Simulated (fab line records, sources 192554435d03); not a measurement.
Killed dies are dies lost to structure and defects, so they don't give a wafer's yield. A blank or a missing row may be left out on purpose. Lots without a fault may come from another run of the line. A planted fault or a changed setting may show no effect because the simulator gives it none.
Which tool did it? | flow n5_finfet | 10 lots, 30 wafers sampled, at 1 step of a route of 1938

WHAT THE GAUGES READ, wafer by wafer
N5_MIM_TOP_LITHO_OVL_MEAS_11.
lot  | measured     | on         | MIM_TOP_OVL (nm)
L750 | day 12 18:10 | overlay-01 | 1 7 4
L754 | day 14 18:50 | overlay-01 | -3 -5 -10
L755 | day 16 02:25 | overlay-02 | 7 -5 4
L763 | day 17 17:11 | overlay-02 | -6 1 -1
L765 | day 17 20:54 | overlay-01 | -1 8 -5
L766 | day 18 04:24 | overlay-01 | -6 4 -2
L764 | day 19 06:52 | overlay-02 | -3 -4 3
L769 | day 19 14:16 | overlay-01 | 3 -3 -1
L768 | day 19 14:31 | overlay-01 | -4 4 7
L771 | day 19 14:58 | overlay-01 | 5 10 15

WHICH TOOL RAN EACH LOT (tool, then ch and the chambers of the sampled wafers, then the start)
The record holds no process step before these readings.

THE ANSWER, worked out from the rows above alone
Rule: what is usual is taken from the lots themselves. Put in order of their means at a reading, lots are off if they are a third of the lots or fewer, leave a main group of 4 or more, and stand apart from it by a gap of 3 or more times the standard deviation of the main group's means; of several such gaps the widest counts. A main group whose means are all the same, to the digits that the tables above print for the reading, isn't used. A lot without any number at a reading at which 4 lots or more have one is off too. The other lots that the step has rows for count as sound.
No lot is off at any reading shown: from this, nothing can be told.

WHAT THE SIMULATOR HAD PUT IN
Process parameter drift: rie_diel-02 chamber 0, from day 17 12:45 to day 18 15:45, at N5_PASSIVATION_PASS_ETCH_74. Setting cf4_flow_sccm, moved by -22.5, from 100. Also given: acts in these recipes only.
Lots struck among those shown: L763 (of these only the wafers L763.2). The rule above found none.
